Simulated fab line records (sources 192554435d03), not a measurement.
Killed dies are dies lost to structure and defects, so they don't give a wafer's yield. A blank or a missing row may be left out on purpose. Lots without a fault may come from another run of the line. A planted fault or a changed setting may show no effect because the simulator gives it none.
fab line records :: flow n5_finfet
[record]
  lots = 12
  wafers = 35
  last_day = 18
route steps=1938 shown BEOL_M11@1549
lots that met no fault: taken from a fault-free run of the same line
start_h: the number of hours between the record's first day and the start of the first shown wafer of the lot :: wait_h: how many hours have passed since the lot's step before this one :: " identical to the entry in the row above :: L1.1+2: a single row standing in for several wafers :: - value missing, or start not given :: * or withheld: withheld :: < > ~ a bound
route shown NAME@n: a module of which the file shows steps, and the number in the route of the first :: usual: the fault-free wafers' mean and standard deviation :: same: alike in all rows :: chamber/n: place in a boat :: sites: per-site readings :: _std_site: standard deviation across them :: _edge_site: mean of outer sites minus mean of inner sites :: radius_mm: how far each site lies from the wafer's centre :: mask NAME#n: copy n :: behind: the last tool/chamber to shape the wafer :: hold: what put the lot on hold/how long, in hours/how the hold closed :: device: which transistor (n, p or np) failed to switch :: end of line: the route-end tests of the same wafers :: for a step that has no rows: nothing shown but its recipe :: killed: count of dies lost to structure and defects at first sort (not the wafer's yield) :: map: a wafer's dies, x killed, . not, _ none there
set.NAME: the setting the step ran with; set.NAME@STEP: the setting that earlier step ran with :: model.NAME: the simulator's own value behind a step, which no gauge read
a sample of lots followed through the steps of the route, with each step as a table and each wafer as a row
services: when a tool's chamber went out of use (start_h, in hours from the record's first day, below 0 if earlier), for how many hours, and the reason
[[steps]]
[step N5_BEOL_M11_CD_MEAS_11]
[recipe]
  target_cd_nm = 64.1
  landing_energy_ev = 500
  detector = se_inlens
  polarity = opening
[usual]
  cd_nm = 64.0/0.73
lot.wafer: L378.1
tool: cd_sem-01
chamber: 0
start_h: 262.06
wait_h: -
cd_nm: 62.9

lot.wafer: L378.2
tool: cd_sem-01
chamber: 0
start_h: 262.06
wait_h: -
cd_nm: 63.3

lot.wafer: L378.6
tool: cd_sem-01
chamber: 0
start_h: 262.06
wait_h: -
cd_nm: 63.7

lot.wafer: L376.2
tool: cd_sem-03
chamber: 0
start_h: 265.13
wait_h: -
cd_nm: 64.0

lot.wafer: L376.3
tool: cd_sem-03
chamber: 0
start_h: 265.13
wait_h: -
cd_nm: 64.9

lot.wafer: L376.5
tool: cd_sem-03
chamber: 0
start_h: 265.13
wait_h: -
cd_nm: 63.3

lot.wafer: L379.1
tool: cd_sem-02
chamber: 0
start_h: 267.49
wait_h: -
cd_nm: 63.8

lot.wafer: L379.2
tool: cd_sem-02
chamber: 0
start_h: 267.49
wait_h: -
cd_nm: 63.5

lot.wafer: L379.5
tool: cd_sem-02
chamber: 0
start_h: 267.49
wait_h: -
cd_nm: 64.0

lot.wafer: L381.2
tool: cd_sem-02
chamber: 0
start_h: 270.35
wait_h: -
cd_nm: 65.4

lot.wafer: L381.5
tool: cd_sem-02
chamber: 0
start_h: 270.35
wait_h: -
cd_nm: 64.8

lot.wafer: L381.6
tool: cd_sem-02
chamber: 0
start_h: 270.35
wait_h: -
cd_nm: 64.4

lot.wafer: L377.2
tool: cd_sem-01
chamber: 0
start_h: 270.62
wait_h: -
cd_nm: 65.2

lot.wafer: L377.3
tool: cd_sem-01
chamber: 0
start_h: 270.62
wait_h: -
cd_nm: 65.2

lot.wafer: L377.5
tool: cd_sem-01
chamber: 0
start_h: 270.62
wait_h: -
cd_nm: 65.3

lot.wafer: L387.2
tool: cd_sem-03
chamber: 0
start_h: 309.16
wait_h: -
cd_nm: 64.2

lot.wafer: L387.3
tool: cd_sem-03
chamber: 0
start_h: 309.16
wait_h: -
cd_nm: 64.2

lot.wafer: L387.6
tool: cd_sem-03
chamber: 0
start_h: 309.16
wait_h: -
cd_nm: 63.7

lot.wafer: L392.1
tool: cd_sem-02
chamber: 0
start_h: 344.80
wait_h: -
cd_nm: 63.4

lot.wafer: L392.4
tool: cd_sem-02
chamber: 0
start_h: 344.80
wait_h: -
cd_nm: 64.7

lot.wafer: L389.3
tool: cd_sem-02
chamber: 0
start_h: 345.03
wait_h: -
cd_nm: 64.3

lot.wafer: L389.4
tool: cd_sem-02
chamber: 0
start_h: 345.03
wait_h: -
cd_nm: 62.3

lot.wafer: L389.5
tool: cd_sem-02
chamber: 0
start_h: 345.03
wait_h: -
cd_nm: 63.3

lot.wafer: L394.2
tool: cd_sem-01
chamber: 0
start_h: 345.19
wait_h: -
cd_nm: 63.1

lot.wafer: L394.3
tool: cd_sem-01
chamber: 0
start_h: 345.19
wait_h: -
cd_nm: 63.5

lot.wafer: L394.6
tool: cd_sem-01
chamber: 0
start_h: 345.19
wait_h: -
cd_nm: 63.6

lot.wafer: L395.1
tool: cd_sem-03
chamber: 0
start_h: 367.26
wait_h: -
cd_nm: 65.4

lot.wafer: L395.3
tool: cd_sem-03
chamber: 0
start_h: 367.26
wait_h: -
cd_nm: 64.8

lot.wafer: L395.5
tool: cd_sem-03
chamber: 0
start_h: 367.26
wait_h: -
cd_nm: 63.7

lot.wafer: L396.1
tool: cd_sem-01
chamber: 0
start_h: 368.09
wait_h: -
cd_nm: 64.2

lot.wafer: L396.2
tool: cd_sem-01
chamber: 0
start_h: 368.09
wait_h: -
cd_nm: 64.8

lot.wafer: L396.5
tool: cd_sem-01
chamber: 0
start_h: 368.09
wait_h: -
cd_nm: 63.4

lot.wafer: L397.1
tool: cd_sem-02
chamber: 0
start_h: 378.05
wait_h: -
cd_nm: 64.5

lot.wafer: L397.2
tool: cd_sem-02
chamber: 0
start_h: 378.05
wait_h: -
cd_nm: 64.5

lot.wafer: L397.4
tool: cd_sem-02
chamber: 0
start_h: 378.05
wait_h: -
cd_nm: 65.1
[step N5_BEOL_M11_STRIP_67]
[recipe]
  chemistry = CF4
  resist = SiARC
  power_w = 300
  bias_power_w = 75
  pressure_mtorr = 50
  cf4_flow_sccm = 150
  rf_frequency_hz = 6e+07
[usual]
  cf4_flow_sccm = 150.0/0.44
  drypump_motor_current_A = 5.7/0.3
  oes_product_au = 0.77/0.07
  rf_vpp_V = 271.2/1.6
  showerhead_plenum_p_Torr = 1.80/0.058
  throttle_valve_pct = 13.65/0.21
lot.wafer: L378.1
tool: rie_diel-01
chamber: 3
start_h: 262.54
wait_h: 0.0
cf4_flow_sccm: 150.1
drypump_motor_current_A: 5.7
oes_product_au: 0.75
rf_hours_counter_h: 163
rf_vpp_V: 270.3
showerhead_plenum_p_Torr: 1.72
throttle_valve_pct: 13.81

lot.wafer: L378.2
tool: rie_diel-01
chamber: 1
start_h: 262.54
wait_h: 0.0
cf4_flow_sccm: 149.6
drypump_motor_current_A: 5.9
oes_product_au: 0.71
rf_hours_counter_h: 217
rf_vpp_V: 269.7
showerhead_plenum_p_Torr: 1.71
throttle_valve_pct: 13.83

lot.wafer: L378.6
tool: rie_diel-01
chamber: 3
start_h: 262.54
wait_h: 0.0
cf4_flow_sccm: 150.4
drypump_motor_current_A: 5.7
oes_product_au: 0.75
rf_hours_counter_h: -
rf_vpp_V: 270.0
showerhead_plenum_p_Torr: 1.72
throttle_valve_pct: 13.79

lot.wafer: L376.2
tool: rie_diel-04
chamber: 0
start_h: 265.45
wait_h: 0.0
cf4_flow_sccm: 150.5
drypump_motor_current_A: 5.7
oes_product_au: 0.77
rf_hours_counter_h: 130
rf_vpp_V: 272.0
showerhead_plenum_p_Torr: 1.81
throttle_valve_pct: 13.69

lot.wafer: L376.3
tool: rie_diel-04
chamber: 1
start_h: 265.45
wait_h: 0.0
cf4_flow_sccm: 150.1
drypump_motor_current_A: 5.7
oes_product_au: 0.84
rf_hours_counter_h: 87
rf_vpp_V: 270.6
showerhead_plenum_p_Torr: 1.74
throttle_valve_pct: 13.35

lot.wafer: L376.5
tool: rie_diel-04
chamber: 3
start_h: 265.45
wait_h: 0.0
cf4_flow_sccm: 149.7
drypump_motor_current_A: 5.0
oes_product_au: 0.76
rf_hours_counter_h: -
rf_vpp_V: 270.4
showerhead_plenum_p_Torr: 1.81
throttle_valve_pct: 13.41

lot.wafer: L379.1
tool: rie_diel-03
chamber: 0
start_h: 267.81
wait_h: 0.0
cf4_flow_sccm: 150.1
drypump_motor_current_A: 5.7
oes_product_au: 0.84
rf_hours_counter_h: 71
rf_vpp_V: 272.4
showerhead_plenum_p_Torr: 1.88
throttle_valve_pct: 13.71

lot.wafer: L379.2
tool: rie_diel-03
chamber: 1
start_h: 267.81
wait_h: 0.0
cf4_flow_sccm: 150.1
drypump_motor_current_A: 5.3
oes_product_au: 0.79
rf_hours_counter_h: 131
rf_vpp_V: 272.4
showerhead_plenum_p_Torr: 1.78
throttle_valve_pct: 13.41

lot.wafer: L379.5
tool: rie_diel-03
chamber: 3
start_h: 267.81
wait_h: 0.0
cf4_flow_sccm: 150.7
drypump_motor_current_A: 5.9
oes_product_au: 0.69
rf_hours_counter_h: -
rf_vpp_V: 270.7
showerhead_plenum_p_Torr: 1.79
throttle_valve_pct: 13.93

lot.wafer: L381.2
tool: rie_diel-03
chamber: 0
start_h: 270.67
wait_h: 0.0
cf4_flow_sccm: 149.2
drypump_motor_current_A: 5.7
oes_product_au: 0.84
rf_hours_counter_h: 72
rf_vpp_V: 272.0
showerhead_plenum_p_Torr: 1.88
throttle_valve_pct: 13.72

lot.wafer: L381.5
tool: rie_diel-03
chamber: 3
start_h: 270.67
wait_h: 0.0
cf4_flow_sccm: 150.1
drypump_motor_current_A: 5.9
oes_product_au: 0.69
rf_hours_counter_h: -
rf_vpp_V: 270.8
showerhead_plenum_p_Torr: 1.78
throttle_valve_pct: 13.93

lot.wafer: L381.6
tool: rie_diel-03
chamber: 0
start_h: 270.67
wait_h: 0.0
cf4_flow_sccm: 150.0
drypump_motor_current_A: 5.8
oes_product_au: 0.83
rf_hours_counter_h: -
rf_vpp_V: 271.6
showerhead_plenum_p_Torr: 1.88
throttle_valve_pct: 13.71

lot.wafer: L377.2
tool: rie_diel-01
chamber: 0
start_h: 270.96
wait_h: 0.0
cf4_flow_sccm: 149.8
drypump_motor_current_A: 5.8
oes_product_au: 0.82
rf_hours_counter_h: 79
rf_vpp_V: 269.2
showerhead_plenum_p_Torr: 1.83
throttle_valve_pct: 13.42

lot.wafer: L377.3
tool: rie_diel-01
chamber: 3
start_h: 270.96
wait_h: 0.0
cf4_flow_sccm: 150.2
drypump_motor_current_A: 5.7
oes_product_au: 0.75
rf_hours_counter_h: 167
rf_vpp_V: 270.8
showerhead_plenum_p_Torr: 1.72
throttle_valve_pct: 13.82

lot.wafer: L377.5
tool: rie_diel-01
chamber: 2
start_h: 270.96
wait_h: 0.0
cf4_flow_sccm: 149.4
drypump_motor_current_A: 6.3
oes_product_au: 0.71
rf_hours_counter_h: -
rf_vpp_V: 273.3
showerhead_plenum_p_Torr: 1.85
throttle_valve_pct: 13.69

lot.wafer: L387.2
tool: rie_diel-03
chamber: 2
start_h: 309.68
wait_h: 0.0
cf4_flow_sccm: 149.9
drypump_motor_current_A: 5.6
oes_product_au: 0.73
rf_hours_counter_h: 188
rf_vpp_V: 273.2
showerhead_plenum_p_Torr: 1.84
throttle_valve_pct: 13.90

lot.wafer: L387.3
tool: rie_diel-03
chamber: 0
start_h: 309.68
wait_h: 0.0
cf4_flow_sccm: 150.5
drypump_motor_current_A: 5.8
oes_product_au: 0.82
rf_hours_counter_h: 85
rf_vpp_V: 271.5
showerhead_plenum_p_Torr: 1.88
throttle_valve_pct: 13.74

lot.wafer: L387.6
tool: rie_diel-03
chamber: 1
start_h: 309.68
wait_h: 0.0
cf4_flow_sccm: 149.6
drypump_motor_current_A: 5.4
oes_product_au: 0.77
rf_hours_counter_h: -
rf_vpp_V: 270.0
showerhead_plenum_p_Torr: 1.78
throttle_valve_pct: 13.43

lot.wafer: L392.1
tool: rie_diel-04
chamber: 1
start_h: 345.12
wait_h: 0.0
cf4_flow_sccm: 150.4
drypump_motor_current_A: 5.7
oes_product_au: 0.81
rf_hours_counter_h: 115
rf_vpp_V: 269.1
showerhead_plenum_p_Torr: 1.73
throttle_valve_pct: 13.41

lot.wafer: L392.4
tool: rie_diel-04
chamber: 3
start_h: 345.12
wait_h: 0.0
cf4_flow_sccm: 150.3
drypump_motor_current_A: 5.0
oes_product_au: 0.75
rf_hours_counter_h: -
rf_vpp_V: 270.4
showerhead_plenum_p_Torr: 1.80
throttle_valve_pct: 13.46

lot.wafer: L389.3
tool: rie_diel-01
chamber: 3
start_h: 345.40
wait_h: 0.0
cf4_flow_sccm: 150.3
drypump_motor_current_A: 5.7
oes_product_au: 0.73
rf_hours_counter_h: 188
rf_vpp_V: 269.7
showerhead_plenum_p_Torr: 1.72
throttle_valve_pct: 13.86

lot.wafer: L389.4
tool: rie_diel-01
chamber: 2
start_h: 345.40
wait_h: 0.0
cf4_flow_sccm: 149.9
drypump_motor_current_A: 6.4
oes_product_au: 0.70
rf_hours_counter_h: 223
rf_vpp_V: 271.5
showerhead_plenum_p_Torr: 1.84
throttle_valve_pct: 13.72

lot.wafer: L389.5
tool: rie_diel-01
chamber: 2
start_h: 345.40
wait_h: 0.0
cf4_flow_sccm: 149.5
drypump_motor_current_A: 6.4
oes_product_au: 0.69
rf_hours_counter_h: -
rf_vpp_V: 272.5
showerhead_plenum_p_Torr: 1.84
throttle_valve_pct: 13.72

lot.wafer: L394.2
tool: rie_diel-03
chamber: 3
start_h: 345.66
wait_h: 0.0
cf4_flow_sccm: 150.4
drypump_motor_current_A: 5.9
oes_product_au: 0.94
rf_hours_counter_h: 7
rf_vpp_V: 270.7
showerhead_plenum_p_Torr: 1.78
throttle_valve_pct: 13.39

lot.wafer: L394.3
tool: rie_diel-03
chamber: 0
start_h: 345.66
wait_h: 0.0
cf4_flow_sccm: 150.8
drypump_motor_current_A: 5.7
oes_product_au: 0.81
rf_hours_counter_h: 98
rf_vpp_V: 272.6
showerhead_plenum_p_Torr: 1.88
throttle_valve_pct: 13.79

lot.wafer: L394.6
tool: rie_diel-03
chamber: 3
start_h: 345.66
wait_h: 0.0
cf4_flow_sccm: 149.9
drypump_motor_current_A: 5.9
oes_product_au: 0.94
rf_hours_counter_h: -
rf_vpp_V: 271.3
showerhead_plenum_p_Torr: 1.78
throttle_valve_pct: 13.38

lot.wafer: L395.1
tool: rie_diel-04
chamber: 0
start_h: 367.58
wait_h: 0.0
cf4_flow_sccm: 150.7
drypump_motor_current_A: 5.7
oes_product_au: 0.75
rf_hours_counter_h: 160
rf_vpp_V: 270.2
showerhead_plenum_p_Torr: 1.80
throttle_valve_pct: 13.78

lot.wafer: L395.3
tool: rie_diel-04
chamber: 1
start_h: 367.58
wait_h: 0.0
cf4_flow_sccm: 150.1
drypump_motor_current_A: 5.7
oes_product_au: 0.80
rf_hours_counter_h: 123
rf_vpp_V: 271.0
showerhead_plenum_p_Torr: 1.73
throttle_valve_pct: 13.44

lot.wafer: L395.5
tool: rie_diel-04
chamber: 0
start_h: 367.58
wait_h: 0.0
cf4_flow_sccm: 150.4
drypump_motor_current_A: 5.7
oes_product_au: 0.75
rf_hours_counter_h: -
rf_vpp_V: 271.5
showerhead_plenum_p_Torr: 1.80
throttle_valve_pct: 13.78

lot.wafer: L396.1
tool: rie_diel-01
chamber: 3
start_h: 368.41
wait_h: 0.0
cf4_flow_sccm: 150.1
drypump_motor_current_A: 5.7
oes_product_au: 0.73
rf_hours_counter_h: 194
rf_vpp_V: 269.7
showerhead_plenum_p_Torr: 1.72
throttle_valve_pct: 13.87

lot.wafer: L396.2
tool: rie_diel-01
chamber: 2
start_h: 368.41
wait_h: 0.0
cf4_flow_sccm: 149.8
drypump_motor_current_A: 6.3
oes_product_au: 0.69
rf_hours_counter_h: 229
rf_vpp_V: 272.7
showerhead_plenum_p_Torr: 1.84
throttle_valve_pct: 13.75

lot.wafer: L396.5
tool: rie_diel-01
chamber: 1
start_h: 368.41
wait_h: 0.0
cf4_flow_sccm: 150.0
drypump_motor_current_A: 5.9
oes_product_au: 0.69
rf_hours_counter_h: -
rf_vpp_V: 268.2
showerhead_plenum_p_Torr: 1.70
throttle_valve_pct: 13.89

lot.wafer: L397.1
tool: rie_diel-03
chamber: 3
start_h: 378.52
wait_h: 0.0
cf4_flow_sccm: 150.6
drypump_motor_current_A: 5.9
oes_product_au: 0.91
rf_hours_counter_h: 19
rf_vpp_V: 271.5
showerhead_plenum_p_Torr: 1.78
throttle_valve_pct: 13.41

lot.wafer: L397.2
tool: rie_diel-03
chamber: 2
start_h: 378.52
wait_h: 0.0
cf4_flow_sccm: 149.9
drypump_motor_current_A: 5.6
oes_product_au: 0.71
rf_hours_counter_h: 209
rf_vpp_V: 270.9
showerhead_plenum_p_Torr: 1.83
throttle_valve_pct: 13.97

lot.wafer: L397.4
tool: rie_diel-03
chamber: 0
start_h: 378.52
wait_h: 0.0
cf4_flow_sccm: 150.2
drypump_motor_current_A: 5.7
oes_product_au: 0.79
rf_hours_counter_h: 110
rf_vpp_V: 272.7
showerhead_plenum_p_Torr: 1.87
throttle_valve_pct: 13.81
[step N5_BEOL_M11_COAT_22]
[recipe]
  resist = CAR-ArF
  spin_rpm = 1500
  resist_thk_nm = 90
[usual]
  exhaust_pa = 45.0/0.77
  spin_speed_rpm = 1500.1/1.1
lot.wafer: L378.1
tool: litho_track-02
chamber: 0
start_h: 263.30
wait_h: -
exhaust_pa: 45.9
spin_speed_rpm: 1500.0

lot.wafer: L378.2
tool: litho_track-02
chamber: 0
start_h: 263.30
wait_h: -
exhaust_pa: 46.1
spin_speed_rpm: 1502.1

lot.wafer: L378.6
tool: litho_track-02
chamber: 0
start_h: 263.30
wait_h: -
exhaust_pa: 45.4
spin_speed_rpm: 1502.5

lot.wafer: L376.2
tool: litho_track-02
chamber: 0
start_h: 265.72
wait_h: -
exhaust_pa: 45.1
spin_speed_rpm: 1501.7

lot.wafer: L376.3
tool: litho_track-02
chamber: 0
start_h: 265.72
wait_h: -
exhaust_pa: 45.6
spin_speed_rpm: 1499.9

lot.wafer: L376.5
tool: litho_track-02
chamber: 0
start_h: 265.72
wait_h: -
exhaust_pa: 47.0
spin_speed_rpm: 1501.0

lot.wafer: L379.1
tool: litho_track-01
chamber: 0
start_h: 268.90
wait_h: -
exhaust_pa: 44.3
spin_speed_rpm: 1500.0

lot.wafer: L379.2
tool: litho_track-01
chamber: 0
start_h: 268.90
wait_h: -
exhaust_pa: 45.4
spin_speed_rpm: 1499.2

lot.wafer: L379.5
tool: litho_track-01
chamber: 0
start_h: 268.90
wait_h: -
exhaust_pa: 45.2
spin_speed_rpm: 1498.8

lot.wafer: L377.2
tool: litho_track-02
chamber: 0
start_h: 271.62
wait_h: -
exhaust_pa: 44.2
spin_speed_rpm: 1500.4

lot.wafer: L377.3
tool: litho_track-02
chamber: 0
start_h: 271.62
wait_h: -
exhaust_pa: 44.6
spin_speed_rpm: 1499.2

lot.wafer: L377.5
tool: litho_track-02
chamber: 0
start_h: 271.62
wait_h: -
exhaust_pa: 44.7
spin_speed_rpm: 1497.9

lot.wafer: L381.2
tool: litho_track-01
chamber: 0
start_h: 271.62
wait_h: -
exhaust_pa: 45.3
spin_speed_rpm: 1499.1

lot.wafer: L381.5
tool: litho_track-01
chamber: 0
start_h: 271.62
wait_h: -
exhaust_pa: 45.8
spin_speed_rpm: 1498.2

lot.wafer: L381.6
tool: litho_track-01
chamber: 0
start_h: 271.62
wait_h: -
exhaust_pa: 45.5
spin_speed_rpm: 1498.7

lot.wafer: L387.2
tool: litho_track-01
chamber: 0
start_h: 310.11
wait_h: -
exhaust_pa: 46.4
spin_speed_rpm: 1552.3

lot.wafer: L387.3
tool: litho_track-01
chamber: 0
start_h: 310.11
wait_h: -
exhaust_pa: 44.8
spin_speed_rpm: 1554.8

lot.wafer: L387.6
tool: litho_track-01
chamber: 0
start_h: 310.11
wait_h: -
exhaust_pa: 46.2
spin_speed_rpm: 1554.1

lot.wafer: L392.1
tool: litho_track-02
chamber: 0
start_h: 345.60
wait_h: -
exhaust_pa: 46.0
spin_speed_rpm: 1497.3

lot.wafer: L392.4
tool: litho_track-02
chamber: 0
start_h: 345.60
wait_h: -
exhaust_pa: 45.5
spin_speed_rpm: 1501.9

lot.wafer: L389.3
tool: litho_track-01
chamber: 0
start_h: 347.91
wait_h: -
exhaust_pa: 45.6
spin_speed_rpm: 1553.7

lot.wafer: L389.4
tool: litho_track-01
chamber: 0
start_h: 347.91
wait_h: -
exhaust_pa: 44.8
spin_speed_rpm: 1553.5

lot.wafer: L389.5
tool: litho_track-01
chamber: 0
start_h: 347.91
wait_h: -
exhaust_pa: 44.9
spin_speed_rpm: 1553.8

lot.wafer: L394.2
tool: litho_track-02
chamber: 0
start_h: 347.91
wait_h: -
exhaust_pa: 44.9
spin_speed_rpm: 1500.8

lot.wafer: L394.3
tool: litho_track-02
chamber: 0
start_h: 347.91
wait_h: -
exhaust_pa: 44.4
spin_speed_rpm: 1500.7

lot.wafer: L394.6
tool: litho_track-02
chamber: 0
start_h: 347.91
wait_h: -
exhaust_pa: 43.9
spin_speed_rpm: 1497.7

lot.wafer: L395.1
tool: litho_track-03
chamber: 0
start_h: 367.88
wait_h: -
exhaust_pa: 43.9
spin_speed_rpm: 1497.6

lot.wafer: L395.3
tool: litho_track-03
chamber: 0
start_h: 367.88
wait_h: -
exhaust_pa: 44.2
spin_speed_rpm: 1501.2

lot.wafer: L395.5
tool: litho_track-03
chamber: 0
start_h: 367.88
wait_h: -
exhaust_pa: 44.1
spin_speed_rpm: 1501.3

lot.wafer: L396.1
tool: litho_track-03
chamber: 0
start_h: 369.68
wait_h: -
exhaust_pa: 44.1
spin_speed_rpm: 1500.1

lot.wafer: L396.2
tool: litho_track-03
chamber: 0
start_h: 369.68
wait_h: -
exhaust_pa: 45.7
spin_speed_rpm: 1500.3

lot.wafer: L396.5
tool: litho_track-03
chamber: 0
start_h: 369.68
wait_h: -
exhaust_pa: 43.7
spin_speed_rpm: 1500.0

lot.wafer: L397.1
tool: litho_track-02
chamber: 0
start_h: 378.79
wait_h: -
exhaust_pa: 45.6
spin_speed_rpm: 1501.8

lot.wafer: L397.2
tool: litho_track-02
chamber: 0
start_h: 378.79
wait_h: -
exhaust_pa: 44.6
spin_speed_rpm: 1501.0

lot.wafer: L397.4
tool: litho_track-02
chamber: 0
start_h: 378.79
wait_h: -
exhaust_pa: 44.9
spin_speed_rpm: 1498.9
[step N5_BEOL_M11_CD_MEAS_28]
[recipe]
  target_cd_nm = 70
  landing_energy_ev = 500
  detector = se_inlens
  polarity = opening
[usual]
  cd_nm = 70.6/1
lot.wafer: L378.1
tool: cd_sem-03
chamber: 0
start_h: 263.54
wait_h: -
cd_nm: 72.3

lot.wafer: L378.2
tool: cd_sem-03
chamber: 0
start_h: 263.54
wait_h: -
cd_nm: 69.5

lot.wafer: L378.6
tool: cd_sem-03
chamber: 0
start_h: 263.54
wait_h: -
cd_nm: 68.6

lot.wafer: L376.2
tool: cd_sem-02
chamber: 0
start_h: 266.09
wait_h: -
cd_nm: 70.4

lot.wafer: L376.3
tool: cd_sem-02
chamber: 0
start_h: 266.09
wait_h: -
cd_nm: 70.3

lot.wafer: L376.5
tool: cd_sem-02
chamber: 0
start_h: 266.09
wait_h: -
cd_nm: 70.7

lot.wafer: L379.1
tool: cd_sem-02
chamber: 0
start_h: 269.14
wait_h: -
cd_nm: 72.0

lot.wafer: L379.2
tool: cd_sem-02
chamber: 0
start_h: 269.14
wait_h: -
cd_nm: 71.9

lot.wafer: L379.5
tool: cd_sem-02
chamber: 0
start_h: 269.14
wait_h: -
cd_nm: 71.0

lot.wafer: L377.2
tool: cd_sem-02
chamber: 0
start_h: 271.99
wait_h: -
cd_nm: 69.9

lot.wafer: L377.3
tool: cd_sem-02
chamber: 0
start_h: 271.99
wait_h: -
cd_nm: 70.4

lot.wafer: L377.5
tool: cd_sem-02
chamber: 0
start_h: 271.99
wait_h: -
cd_nm: 71.9

lot.wafer: L381.2
tool: cd_sem-02
chamber: 0
start_h: 272.15
wait_h: -
cd_nm: 68.9

lot.wafer: L381.5
tool: cd_sem-02
chamber: 0
start_h: 272.15
wait_h: -
cd_nm: 69.2

lot.wafer: L381.6
tool: cd_sem-02
chamber: 0
start_h: 272.15
wait_h: -
cd_nm: 69.7

lot.wafer: L387.2
tool: cd_sem-03
chamber: 0
start_h: 310.48
wait_h: -
cd_nm: 71.4

lot.wafer: L387.3
tool: cd_sem-03
chamber: 0
start_h: 310.48
wait_h: -
cd_nm: 71.6

lot.wafer: L387.6
tool: cd_sem-03
chamber: 0
start_h: 310.48
wait_h: -
cd_nm: 70.8

lot.wafer: L392.1
tool: cd_sem-03
chamber: 0
start_h: 345.97
wait_h: -
cd_nm: 69.7

lot.wafer: L392.4
tool: cd_sem-03
chamber: 0
start_h: 345.97
wait_h: -
cd_nm: 70.4

lot.wafer: L389.3
tool: cd_sem-01
chamber: 0
start_h: 348.28
wait_h: -
cd_nm: 69.5

lot.wafer: L389.4
tool: cd_sem-01
chamber: 0
start_h: 348.28
wait_h: -
cd_nm: 68.7

lot.wafer: L389.5
tool: cd_sem-01
chamber: 0
start_h: 348.28
wait_h: -
cd_nm: 71.4

lot.wafer: L394.2
tool: cd_sem-02
chamber: 0
start_h: 348.32
wait_h: -
cd_nm: 72.0

lot.wafer: L394.3
tool: cd_sem-02
chamber: 0
start_h: 348.32
wait_h: -
cd_nm: 68.9

lot.wafer: L394.6
tool: cd_sem-02
chamber: 0
start_h: 348.32
wait_h: -
cd_nm: 70.8

lot.wafer: L395.1
tool: cd_sem-01
chamber: 0
start_h: 368.25
wait_h: -
cd_nm: 71.9

lot.wafer: L395.3
tool: cd_sem-01
chamber: 0
start_h: 368.25
wait_h: -
cd_nm: 73.0

lot.wafer: L395.5
tool: cd_sem-01
chamber: 0
start_h: 368.25
wait_h: -
cd_nm: 70.7

lot.wafer: L396.1
tool: cd_sem-02
chamber: 0
start_h: 369.93
wait_h: -
cd_nm: 70.4

lot.wafer: L396.2
tool: cd_sem-02
chamber: 0
start_h: 369.93
wait_h: -
cd_nm: 70.7

lot.wafer: L396.5
tool: cd_sem-02
chamber: 0
start_h: 369.93
wait_h: -
cd_nm: 71.9

lot.wafer: L397.1
tool: cd_sem-03
chamber: 0
start_h: 379.15
wait_h: -
cd_nm: 69.8

lot.wafer: L397.2
tool: cd_sem-03
chamber: 0
start_h: 379.15
wait_h: -
cd_nm: 72.1

lot.wafer: L397.4
tool: cd_sem-03
chamber: 0
start_h: 379.15
wait_h: -
cd_nm: 69.9
[[services]]
tool: rie_diel-03
chamber: -
start_h: 262.64
hours: 0.5
kind: repair

tool: rie_diel-04
chamber: 0
start_h: 289.58
hours: 7.4
kind: repair

tool: rie_diel-03
chamber: 3
start_h: 292.15
hours: -
kind: clean

tool: rie_diel-03
chamber: 3
start_h: 292.15
hours: -
kind: consumable_replace:focus_ring

tool: rie_diel-03
chamber: 3
start_h: 292.15
hours: 28.0
kind: scheduled_down

tool: rie_diel-03
chamber: 3
start_h: 292.15
hours: 28.0
kind: vent_cycle

tool: litho_track-03
chamber: -
start_h: 295.24
hours: -
kind: consumable_replace:filter

tool: rie_diel-04
chamber: 2
start_h: 306.17
hours: 5.3
kind: repair

tool: rie_diel-04
chamber: 2
start_h: 311.66
hours: -
kind: clean

tool: rie_diel-04
chamber: 2
start_h: 311.66
hours: -
kind: consumable_replace:focus_ring

tool: rie_diel-04
chamber: 2
start_h: 311.66
hours: -
kind: consumable_replace:showerhead

tool: rie_diel-04
chamber: 2
start_h: 311.66
hours: 12.8
kind: scheduled_down

tool: rie_diel-04
chamber: 2
start_h: 311.66
hours: 12.8
kind: vent_cycle

tool: rie_diel-03
chamber: 2
start_h: 342.53
hours: 6.8
kind: repair

tool: rie_diel-04
chamber: 0
start_h: 344.79
hours: 4.5
kind: repair

tool: rie_diel-01
chamber: 3
start_h: 352.67
hours: 2.8
kind: repair

tool: rie_diel-01
chamber: 1
start_h: 374.97
hours: -
kind: clean

tool: rie_diel-01
chamber: 1
start_h: 374.97
hours: -
kind: consumable_replace:focus_ring

tool: rie_diel-01
chamber: 1
start_h: 374.97
hours: -
kind: consumable_replace:showerhead

tool: rie_diel-01
chamber: 1
start_h: 374.97
hours: 30.8
kind: scheduled_down

tool: rie_diel-01
chamber: 1
start_h: 374.97
hours: 30.8
kind: vent_cycle
[[key]]
[first_sign]
  step = N5_BEOL_M11_COAT_22
  reading = spin_speed_rpm
  direction = up
  sigmas = 48
  usual = *
  struck = *
effect none on later readings
met_at N5_BEOL_M11_COAT_22
struck_lots L387,L389
not_acting_at N5_BEOL_M11_CD_MEAS_11,N5_BEOL_M11_STRIP_67,N5_BEOL_M11_CD_MEAS_28
onset_between 271.62 310.11
[fault]
  kind = process_parameter_drift
  tool = litho_track-01
  chamber = -
  onset_h = 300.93
  steps = N5_BEOL_M11_COAT_22
  channel = spin_rpm
  offset = *
  shape = step
  end_h = 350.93
  acts_in = *
  stated = *
